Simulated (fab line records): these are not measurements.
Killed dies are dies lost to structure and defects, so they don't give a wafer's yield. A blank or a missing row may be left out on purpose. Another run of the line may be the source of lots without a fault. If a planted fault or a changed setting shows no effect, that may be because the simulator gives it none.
Chamber matching ; flow nand_harc ; NHARC_A_STAIRCASE_TRIM_229 on rie_diel-04: 4 sister chambers
The step chemistry O2, time 211.2 s. 8 wafers are shown with their chamber, then 10 later ones without.

## EACH WAFER AND ITS CHAMBER
wafer;chamber;showerhead_plenum_p_Torr (Torr);drypump_motor_current_A (A)
L088.6;1;3.48;5.51
L085.2;3;3.63;5.97
L085.3;0;3.61;5.73
L091.3;2;3.77;5.64
L091.4;1;3.47;5.47
L091.5;0;3.61;5.70
L090.1;3;3.63;5.93
L090.4;2;3.77;5.62

## WAFERS WITHOUT THEIR CHAMBER
wafer;showerhead_plenum_p_Torr (Torr);drypump_motor_current_A (A)
L090.5;3.77;5.61
L093.1;3.47;5.50
L093.3;3.61;5.71
L093.5;3.63;6.00
L097.1;3.62;5.98
L097.2;3.61;5.73
L097.6;3.47;5.51
L096.2;3.47;5.48
L096.4;3.76;5.63
L096.5;3.76;5.62

## WHICH CHAMBER EACH WENT THROUGH
wafer;from the rows above;in truth
L090.5;2;2
L093.1;1;1
L093.3;0;0
L093.5;3;3
L097.1;3;3
L097.2;0;0
L097.6;1;1
L096.2;1;1
L096.4;2;2
L096.5;2;2
Correctly placed: 10 of 10. Not placeable from these rows: 0. Wrongly placed: 0.
How it was worked out, from the rows above alone: a wafer's distance from a chamber is the root of the sum, over the readings, of the square of ((its reading less the chamber's mean) divided by the reading's scatter). The wafer belongs to the nearest chamber; if the next one is less than 2 further off, it can't be placed. The mean given for a chamber averages the wafers shown for that chamber. The scatter: take each reading less its chamber's mean, square it, sum over the shown wafers, divide by the number of wafers less the number of chambers, and take the root.
